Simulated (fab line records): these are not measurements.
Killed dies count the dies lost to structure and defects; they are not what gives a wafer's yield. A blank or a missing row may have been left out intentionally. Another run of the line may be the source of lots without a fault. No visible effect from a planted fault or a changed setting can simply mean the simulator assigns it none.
Matching of chambers    flow n5_finfet    N5_BEOL_M2_ETCH_74 on rie_diel-06 has 4 sister chambers
The step etches underlayer in N2/H2, target depth 6.5 nm, time 5.2 s. 4 wafers are shown with their chamber, then 8 later ones without.

== WAFERS, EACH WITH ITS CHAMBER ==
wafer   chamber  drypump_motor_current_A (A)
L086.1  0        5.8
L086.4  2        6.9
L090.5  3        5.4
L091.1  1        5.8

== WAFERS WHOSE CHAMBER IS MISSING ==
wafer   drypump_motor_current_A (A)
L091.4  5.7
L091.5  6.8
L092.1  5.8
L092.4  5.8
L092.5  5.4
L093.1  5.8
L093.4  5.4
L093.6  5.8

== WHICH CHAMBER EACH ONE RAN IN ==
wafer   from the rows above      in truth
L091.4  can't be placed: 0 or 1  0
L091.5  2                        2
L092.1  can't be placed: 0 or 1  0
L092.4  can't be placed: 0 or 1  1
L092.5  3                        3
L093.1  can't be placed: 0 or 1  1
L093.4  3                        3
L093.6  can't be placed: 0 or 1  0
Correctly placed: 3 of 8. These rows do not allow placing 5 (true chamber among the candidates in 5). Number placed wrongly: 0.
How it was worked out, from the rows above alone: a wafer's distance from a chamber is the root of the sum, over the readings, of the square of ((its reading less the chamber's mean) divided by the reading's scatter). If the next closest chamber is less than 2 further off than the closest, the wafer can't be placed; otherwise it belongs to the closest. For every chamber, the mean is computed from those of its wafers that are shown. The scatter: root of mean squared gap, hidden wafer to nearest shown wafer, with one shown wafer a chamber.
